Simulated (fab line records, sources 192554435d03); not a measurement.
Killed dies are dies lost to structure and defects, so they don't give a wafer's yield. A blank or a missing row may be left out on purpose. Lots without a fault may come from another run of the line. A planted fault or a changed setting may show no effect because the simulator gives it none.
fab line records | flow n5_finfet
record lots=7 wafers=39
route steps=1938 shown FIN_CUT@176 GATE_CUT@510 MOL_CONTACT_COAG@523
start_h: hours from the record's first day to the start of the lot's first wafer shown | wait_h: hours since the lot's step before | " the same as in the row above | L1.1+2: a row that stands for several wafers | - no value, or no start given | * or withheld: withheld | < > ~ a bound
route shown NAME@n: a module of which the file shows steps, and the number in the route of the first | usual: mean/standard deviation of fault-free wafers | same: alike in all rows | chamber/n: place in a boat | sites: the reading at each site | _std_site: their standard deviation | _edge_site: outer sites' mean less inner sites' | radius_mm: how far each site lies from the wafer's centre | mask NAME#n: copy n | behind: the tool/chamber that last shaped the wafer | hold: why the lot was held/for how many hours/how that ended | device: the transistor (n, p or np) that didn't switch | end of line: the same wafers' tests at the end of the route | a step without rows: its recipe alone | killed: dies lost to structure and defects at the first sort, not the wafer's yield | map: a wafer's dies, x killed, . not, _ none there
set.NAME: the setting as run; set.NAME@STEP: as run at that earlier step | model.NAME: the simulator's own value behind a step, which no gauge read
lots whose settings were changed on purpose; a table a step, a row a wafer
## steps
# step N5_FIN_CUT_CUT_ETCH_15
# recipe chemistry=HBr/Cl2/O2 target=Si target_depth_a=1000 bt_time_s=10 mask_material=SOC time_s=42.4 ion_energy_ev=* bias_w=* pressure_mtorr=10 icp_w=800 HBr_flow_sccm=150 Cl2_flow_sccm=80 O2_flow_sccm=12
# columns lot.wafer tool chamber start_h wait_h set.target_depth_a model.etch.depth_nm model.FIN_CUT.feature_depth_nm model.SOC_of_FIN_CUT_COAT_18.thk_nm
L076.1 rie_si-01 1 40.73 0.1 1075 106.2 106.2 166.8
L076.2 " 0 " " 1000 99.6 99.6 170.4
L076.3 " 2 " " 1000 98.25 98.2 171.4
L076.4 " 3 " " 1000 103.9 104 168
L076.5 " 1 " " 1075 107 107 167.2
L076.6 " 2 " " 1075 105.3 105.4 167.8
L078.1 rie_si-05 3 52.66 0.1 1000 99.67 99.6 170.6
L078.2 " 1 " " 1000 98.78 98.8 169
L078.3 " 0 " " 1000 96.77 96.8 170.4
L078.4 " 2 " " 939.9 92.18 92.2 171.8
L078.5 " 1 " " 939.9 93.63 93.6 171.6
L078.6 " 0 " " 939.9 91.69 91.6 171.8
L082.1 rie_si-03 0 77.21 0.1 1096 109.9 110 165.6
L082.2 " 3 " " 1000 97.97 98 171
L082.3 " 1 " " 1000 98.7 98.6 171.4
L082.4 " 2 " " 1096 111 111 166.4
L082.5 " 2 " " 1000 100.5 100.4 170.6
L082.6 " 3 " " 1096 108.8 108.8 168.4
L084.1 rie_si-03 1 88.29 0.1 959.9 93.78 93.8 172.6
L084.2 " 0 " " 959.9 95.95 96 172.8
L084.3 " 3 " " 1000 97.97 98 170.2
L084.4 " 2 " " 959.9 96.68 96.6 171
L084.5 " 0 " " 1000 99.46 99.4 170.2
L084.6 " 1 " " 1000 97.69 97.6 172.2
L085.1 rie_si-05 1 94.59 0.1 1000 100.2 100.2 168.8
L085.2 " 2 " " 1000 98.9 99 171.2
L085.3 " 3 " " 1054 106 106 167
L085.4 " 0 " " 1054 105.8 105.8 166.6
L085.5 " 2 " " 1054 104 104 167.4
L085.6 " 3 " " 1000 100.3 100.2 170.2
L089.1 rie_si-03 2 117.90 0.1 1000 100.8 100.8 170.2
L089.2 " 0 " " 1000 101.3 101.4 170
L089.3 " 1 " " 885.2 87.39 87.4 173.8
L089.4 " 3 " " 1000 98.52 98.6 170.2
L089.5 " 1 " " 885.2 88.06 88 174.4
L089.6 " 0 " " 885.2 89.89 89.8 173.8
L096.2 rie_si-05 3 159.35 0.1 1000 100.5 100.6 170.8
L096.5 " 0 " " 1000 99.68 99.6 171
L096.6 " 1 " " 1000 100.5 100.6 171
# step N5_GATE_CUT_ALD_22
# recipe material=SiNx target_thk_a=160 temp_c=400 ald_precursor_family=SiH2I2 ald_co_reactant=N2/H2-plasma pulse_time_s=1 ald_cycles=320 purge_time_s=2 co_reactant_purge_time_s=2 pressure_torr=2
# columns lot.wafer tool chamber start_h wait_h set.ald_cycles model.SiNx_of_GATE_CUT_ALD_22.thk_nm
L076.1 ald_sin-03 1 98.06 0.0 320 16.2
L076.2+5 " 2,0 " " 320 16
L076.3+4 " 0,3 " " 264 13.2
L076.6 " 1 " " 264 13.4
L078.1 ald_sin-02 3 108.32 0.0 282 14
L078.2+4 " 2 " " 282 14.2
L078.3+5+6 " 1,3,1 " " 320 16
L082.1 ald_sin-02 1 136.76 0.0 269 13.4
L082.2+3 " 0,3 " " 320 16.2
L082.4+5 " 2 " " 269 13.6
L082.6 " 3 " " 320 16
L084.1 ald_sin-03 1 149.20 0.0 320 16.2
L084.2+3+5 " 3,0,2 " " 305 15.2
L084.4+6 " 2,1 " " 320 16
L085.1+6 ald_sin-02 0 150.11 0.1 346 17.4
L085.2 " 3 " " 346 17.2
L085.3+5 " 2,1 " " 320 16
L085.4 " 1 " " 320 15.8
L089.1+3+5+6 ald_sin-04 3,2,3,2 173.98 0.0 320 16
L089.2+4 " 0 " " 320 15.8
L096.2+5+6 ald_sin-03 3,3,0 217.35 0.1 320 16
# step N5_MOL_CONTACT_COAG_EXPOSE_05
# recipe mask_id=CA na=0.33 source_shape=annular sigma_inner=0.4 sigma_outer=0.8 polarization=unpolarized defocus_nm=0 dose_mj=38.25
# columns lot.wafer tool chamber start_h wait_h mask set.dose_mj
L076.1+3+6 euv_scanner-01 0 101.01 - CA#0 40.36
L076.2+4+5 " 0 " " CA#0 38.25
L078.1+2+6 euv_scanner-01 0 111.02 - CA#0 41.05
L078.3+4+5 " 0 " " CA#0 38.25
L082.1+3+5 euv_scanner-01 0 139.46 - CA#0 39.13
L082.2+4+6 " 0 " " CA#0 38.25
L084.1+2+5 euv_scanner-01 0 151.90 - CA#0 41.11
L084.3+4+6 " 0 " " CA#0 38.25
L085.1+4+5 euv_scanner-01 0 153.08 - CA#0 38.25
L085.2+3+6 " 0 " " CA#0 35.53
L089.1+2+5 euv_scanner-02 0 176.81 - CA#0 38.25
L089.3+4+6 " 0 " " CA#0 36.52
L096.2+5+6 euv_scanner-02 0 220.18 - CA#0 38.25
# step N5_MOL_CONTACT_COAG_PEB_06
# recipe peb_temp_c=100 peb_time_s=60 resist=CAR-EUV
# step N5_MOL_CONTACT_COAG_DEVELOP_07
# recipe develop_time_s=30 developer=TMAH resist=CAR-EUV rinse_liquid=surfactant_rinse dry=air_spin dev_temp_c=23
# step N5_MOL_CONTACT_COAG_CD_MEAS_08
# recipe target_cd_nm=28 landing_energy_ev=500 detector=se_inlens polarity=opening
# usual cd_nm=28.1/0.33
# columns lot.wafer tool chamber start_h wait_h set.dose_mj@MOL_CONTACT_COAG_EXPOSE_05 cd_nm
L076.1 cd_sem-03 0 101.14 - 40.36 29.2
L076.2 " 0 " " 38.25 27.9
L076.3 " 0 " " 40.36 29.4
L076.4 " 0 " " 38.25 28.0
L076.5 " 0 " " 38.25 27.9
L076.6 " 0 " " 40.36 29.1
L078.1 cd_sem-02 0 111.14 - 41.05 29.4
L078.2 " 0 " " 41.05 29.3
L078.3 " 0 " " 38.25 27.6
L078.4 " 0 " " 38.25 28.4
L078.5 " 0 " " 38.25 28.1
L078.6 " 0 " " 41.05 29.4
L082.1 cd_sem-02 0 139.59 - 39.13 28.8
L082.2 " 0 " " 38.25 28.1
L082.3 " 0 " " 39.13 28.8
L082.4 " 0 " " 38.25 28.4
L082.5 " 0 " " 39.13 28.9
L082.6 " 0 " " 38.25 28.2
L084.1 cd_sem-01 0 152.03 - 41.11 29.5
L084.2 " 0 " " 41.11 29.3
L084.3 " 0 " " 38.25 28.5
L084.4 " 0 " " 38.25 28.4
L084.5 " 0 " " 41.11 29.7
L084.6 " 0 " " 38.25 28.2
L085.1 cd_sem-01 0 153.21 - 38.25 28.1
L085.2 " 0 " " 35.53 26.6
L085.3 " 0 " " 35.53 26.4
L085.4 " 0 " " 38.25 28.2
L085.5 " 0 " " 38.25 27.9
L085.6 " 0 " " 35.53 26.5
L089.1 cd_sem-01 0 176.94 - 38.25 27.5
L089.2 " 0 " " 38.25 28.0
L089.3 " 0 " " 36.52 26.7
L089.4 " 0 " " 36.52 26.6
L089.5 " 0 " " 38.25 27.9
L089.6 " 0 " " 36.52 26.5
L096.2 cd_sem-02 0 220.31 - 38.25 27.8
L096.5 " 0 " " 38.25 27.5
L096.6 " 0 " " 38.25 28.0
# step N5_MOL_CONTACT_COAG_DESCUM_13
# recipe chemistry=O2 time_s=7 source_power_w=50 bias_power_w=20 pressure_mtorr=20 rf_frequency_hz=2.712e+07 temp_c=40 resist=CAR-EUV o2_flow_sccm=225
# step N5_MOL_CONTACT_COAG_ETCH_59
# recipe chemistry=N2/H2 target=underlayer target_depth_a=130 mask_material=CAR-EUV time_s=10.4 ion_energy_ev=200 pressure_mtorr=30 source_w=840 bias_w=150 n2_flow_sccm=200 h2_flow_sccm=200 ends=cleared
# columns lot.wafer tool chamber start_h wait_h set.dose_mj@MOL_CONTACT_COAG_EXPOSE_05 model.MOL_CONTACT_COAG.cd_offset_nm
L076.1+6 rie_diel-01 1,0 101.29 0.0 40.36 0.8
L076.2 " 0 " " 38.25 0
L076.3 " 2 " " 40.36 1
L076.4+5 " 1,2 " " 38.25 -0.2
L078.1 rie_diel-04 1 111.30 0.0 41.05 1.8
L078.2+6 " 0,3 " " 41.05 1.6
L078.3 " 3 " " 38.25 -0.2
L078.4 " 0 " " 38.25 0
L078.5 " 1 " " 38.25 0.4
L082.1+3 rie_diel-01 2,1 139.75 0.0 39.13 0.6
L082.2+4 " 0,3 " " 38.25 0.2
L082.5 " 3 " " 39.13 1
L082.6 " 0 " " 38.25 0.4
L084.1+2 rie_diel-01 2,1 152.19 0.0 41.11 1.4
L084.3 " 0 " " 38.25 0.4
L084.4+6 " 3,0 " " 38.25 0.2
L084.5 " 1 " " 41.11 1.8
L085.1+5 rie_diel-04 1,0 153.36 0.0 38.25 0.2
L085.2+6 " 3,1 " " 35.53 -1.4
L085.3 " 2 " " 35.53 -1.2
L085.4 " 0 " " 38.25 0
L089.1 rie_diel-02 3 177.11 0.0 38.25 -0.2
L089.2 " 0 " " 38.25 0
L089.3+6 " 1,3 " " 36.52 -1.2
L089.4 " 2 " " 36.52 -1.4
L089.5 " 2 " " 38.25 -0.4
L096.2 rie_diel-04 0 220.68 0.0 38.25 -0.6
L096.5 " 3 " " 38.25 -0.4
L096.6 " 2 " " 38.25 -0.2
# step N5_MOL_CONTACT_COAG_ETCH_105
# recipe chemistry=CF4 target=SiARC target_depth_a=156 mask_material=CAR-EUV time_s=26 ion_energy_ev=80 pressure_mtorr=40 source_w=545 bias_w=36 Ar_flow_sccm=100 cf4_flow_sccm=100 ends=cleared
# columns lot.wafer tool chamber start_h wait_h set.dose_mj@MOL_CONTACT_COAG_EXPOSE_05 model.MOL_CONTACT_COAG.cd_offset_nm
L076.1 rie_diel-01 1 101.31 0.0 40.36 0.8
L076.2 " 0 " " 38.25 0.2
L076.3 " 2 " " 40.36 1.2
L076.4 " 1 " " 38.25 -0.2
L076.5 " 2 " " 38.25 0
L076.6 " 0 " " 40.36 1
L078.1 rie_diel-04 1 111.32 0.0 41.05 1.8
L078.2+6 " 0,3 " " 41.05 1.6
L078.3 " 3 " " 38.25 -0.2
L078.4 " 0 " " 38.25 0
L078.5 " 1 " " 38.25 0.6
L082.1 rie_diel-01 2 139.77 0.0 39.13 0.6
L082.2+4 " 0,3 " " 38.25 0.4
L082.3 " 1 " " 39.13 0.8
L082.5 " 3 " " 39.13 1
L082.6 " 0 " " 38.25 0.6
L084.1 rie_diel-01 2 152.21 0.0 41.11 1.4
L084.2 " 1 " " 41.11 1.6
L084.3 " 0 " " 38.25 0.6
L084.4 " 3 " " 38.25 0.2
L084.5 " 1 " " 41.11 2
L084.6 " 0 " " 38.25 0.4
L085.1 rie_diel-04 1 153.38 0.0 38.25 0.4
L085.2+3 " 3,2 " " 35.53 -1.4
L085.4+5 " 0 " " 38.25 0
L085.6 " 1 " " 35.53 -1.2
L089.1 rie_diel-02 3 177.12 0.0 38.25 0
L089.2+5 " 0,2 " " 38.25 -0.2
L089.3+6 " 1,3 " " 36.52 -1
L089.4 " 2 " " 36.52 -1.2
L096.2+5 rie_diel-04 0,3 220.70 0.0 38.25 -0.6
L096.6 " 2 " " 38.25 -0.4
# step N5_MOL_CONTACT_COAG_ETCH_106
# recipe chemistry=N2/H2 target=SOC target_depth_a=800 overetch_a=160 mask_material=SiARC temp_c=40 time_s=120 ion_energy_ev=200 pressure_mtorr=30 source_w=840 bias_w=150 n2_flow_sccm=200 h2_flow_sccm=200
# step N5_MOL_CONTACT_COAG_STRIP_107
# recipe chemistry=N2/H2 temp_c=40 n2_flow_sccm=200 h2_flow_sccm=200 rf_frequency_hz=6e+07
# step N5_MOL_CONTACT_COAG_STRIP_109
# recipe chemistry=C4F6/O2 resist=SiARC rf_frequency_hz=6e+07
# step N5_MOL_CONTACT_COAG_ETCH_15
# recipe chemistry=CH3F/O2 target=SiNx target_depth_a=70 mask_material=SOC stop_on=Si:P over_etch_frac=0.75 ion_energy_ev=120 pressure_mtorr=30 source_w=395 bias_w=73 Ar_flow_sccm=150 CH3F_flow_sccm=30 O2_flow_sccm=20
# step N5_MOL_CONTACT_COAG_ETCH_110
# recipe chemistry=CF4/O2 target=Si target_depth_a=25 time_s=8 pressure_mtorr=100 source_w=200 bias_w=12 ion_energy_ev=60 Ar_flow_sccm=100 cf4_flow_sccm=100 O2_flow_sccm=10
# columns lot.wafer tool chamber start_h wait_h set.dose_mj@MOL_CONTACT_COAG_EXPOSE_05 model.MOL_CONTACT_COAG.cd_offset_nm
L076.1 rie_diel-01 1 101.54 0.0 40.36 0.8
L076.2 " 0 " " 38.25 0.6
L076.3+6 " 2,0 " " 40.36 1.4
L076.4 " 1 " " 38.25 0
L076.5 " 2 " " 38.25 0.2
L078.1 rie_diel-04 1 111.55 0.0 41.05 1.6
L078.2 " 0 " " 41.05 1.8
L078.3 " 3 " " 38.25 0.2
L078.4+5 " 0,1 " " 38.25 0.4
L078.6 " 3 " " 41.05 2
L082.1 rie_diel-01 2 140.00 0.0 39.13 0.8
L082.2 " 0 " " 38.25 0.6
L082.3 " 1 " " 39.13 1
L082.4+6 " 3,0 " " 38.25 0.8
L082.5 " 3 " " 39.13 1.4
L084.1 rie_diel-01 2 152.43 0.0 41.11 1.4
L084.2 " 1 " " 41.11 2
L084.3+4 " 0,3 " " 38.25 1
L084.5 " 1 " " 41.11 2.2
L084.6 " 0 " " 38.25 0.6
L085.1+4+5 rie_diel-04 1,0,0 153.61 0.0 38.25 0.2
L085.2 " 3 " " 35.53 -1.2
L085.3 " 2 " " 35.53 -1
L085.6 " 1 " " 35.53 -1.4
L089.1+2 rie_diel-02 3,0 177.35 0.0 38.25 0
L089.3 " 1 " " 36.52 -1.8
L089.4 " 2 " " 36.52 -1.4
L089.5 " 2 " " 38.25 -0.4
L089.6 " 3 " " 36.52 -1
L096.2+5 rie_diel-04 0,3 220.92 0.0 38.25 -0.2
L096.6 " 2 " " 38.25 0.2
# step N5_MOL_CONTACT_COAG_STRIP_98
# recipe chemistry=N2/H2 power_w=500 temp_c=40 pressure_mtorr=50 rf_frequency_hz=6e+07 overash_fraction=0.3 bias_power_w=8 h2_frac=0.5 n2_flow_sccm=300 h2_flow_sccm=300
# step N5_MOL_CONTACT_COAG_CD_MEAS_99
# recipe target_cd_nm=17.2 polarity=opening
# usual cd_nm=17.4/0.45
# columns lot.wafer tool chamber start_h wait_h set.dose_mj@MOL_CONTACT_COAG_EXPOSE_05 cd_nm
L076.1 cd_sem-02 - 101.66 - 40.36 18.1
L076.2 " - " " 38.25 17.7
L076.3 " - " " 40.36 18.4
L076.4 " - " " 38.25 17.2
L076.5 " - " " 38.25 17.3
L076.6 " - " " 40.36 18.2
L078.1 cd_sem-01 - 111.66 - 41.05 18.9
L078.2 " - " " 41.05 19.0
L078.3 " - " " 38.25 17.6
L078.4 " - " " 38.25 17.6
L078.5 " - " " 38.25 17.8
L078.6 " - " " 41.05 18.9
L082.1 cd_sem-01 - 140.11 - 39.13 17.8
L082.2 " - " " 38.25 17.6
L082.3 " - " " 39.13 18.3
L082.4 " - " " 38.25 17.9
L082.5 " - " " 39.13 18.6
L082.6 " - " " 38.25 17.7
L084.1 cd_sem-01 - 152.55 - 41.11 19.0
L084.2 " - " " 41.11 19.0
L084.3 " - " " 38.25 18.0
L084.4 " - " " 38.25 18.2
L084.5 " - " " 41.11 19.3
L084.6 " - " " 38.25 18.3
L085.1 cd_sem-03 - 153.73 - 38.25 17.0
L085.2 " - " " 35.53 16.3
L085.3 " - " " 35.53 16.0
L085.4 " - " " 38.25 17.6
L085.5 " - " " 38.25 17.0
L085.6 " - " " 35.53 15.5
L089.1 cd_sem-03 - 177.47 - 38.25 17.6
L089.2 " - " " 38.25 17.3
L089.3 " - " " 36.52 15.6
L089.4 " - " " 36.52 15.7
L089.5 " - " " 38.25 16.5
L089.6 " - " " 36.52 16.0
L096.2 cd_sem-01 - 221.04 - 38.25 16.7
L096.5 " - " " 38.25 16.9
L096.6 " - " " 38.25 17.7
## key
split step=N5_FIN_CUT_CUT_ETCH_15 setting=target_depth_a stated=1000 by=wafer
response step=N5_FIN_CUT_CUT_ETCH_15 reading=model.etch.depth_nm change=+0.99 per=1% r=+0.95
response step=N5_FIN_CUT_CUT_ETCH_15 reading=model.FIN_CUT.feature_depth_nm change=+0.995 per=1% r=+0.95
response step=N5_FIN_CUT_CUT_ETCH_15 reading=model.SOC_of_FIN_CUT_COAT_18.thk_nm change=-0.378 per=1% r=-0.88
split step=N5_GATE_CUT_ALD_22 setting=ald_cycles stated=320 by=wafer
response step=N5_GATE_CUT_ALD_22 reading=model.SiNx_of_GATE_CUT_ALD_22.thk_nm change=+0.162 per=1% r=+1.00
split step=N5_MOL_CONTACT_COAG_EXPOSE_05 setting=dose_mj stated=38.25 by=wafer
response step=N5_MOL_CONTACT_COAG_CD_MEAS_08 reading=cd_nm change=+0.202 per=1% r=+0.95
response step=N5_MOL_CONTACT_COAG_ETCH_59 reading=model.MOL_CONTACT_COAG.cd_offset_nm change=+0.199 per=1% r=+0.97
response step=N5_MOL_CONTACT_COAG_ETCH_105 reading=model.MOL_CONTACT_COAG.cd_offset_nm change=+0.193 per=1% r=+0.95
response step=N5_MOL_CONTACT_COAG_ETCH_110 reading=model.MOL_CONTACT_COAG.cd_offset_nm change=+0.184 per=1% r=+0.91
response step=N5_MOL_CONTACT_COAG_CD_MEAS_99 reading=cd_nm change=+0.172 per=1% r=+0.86
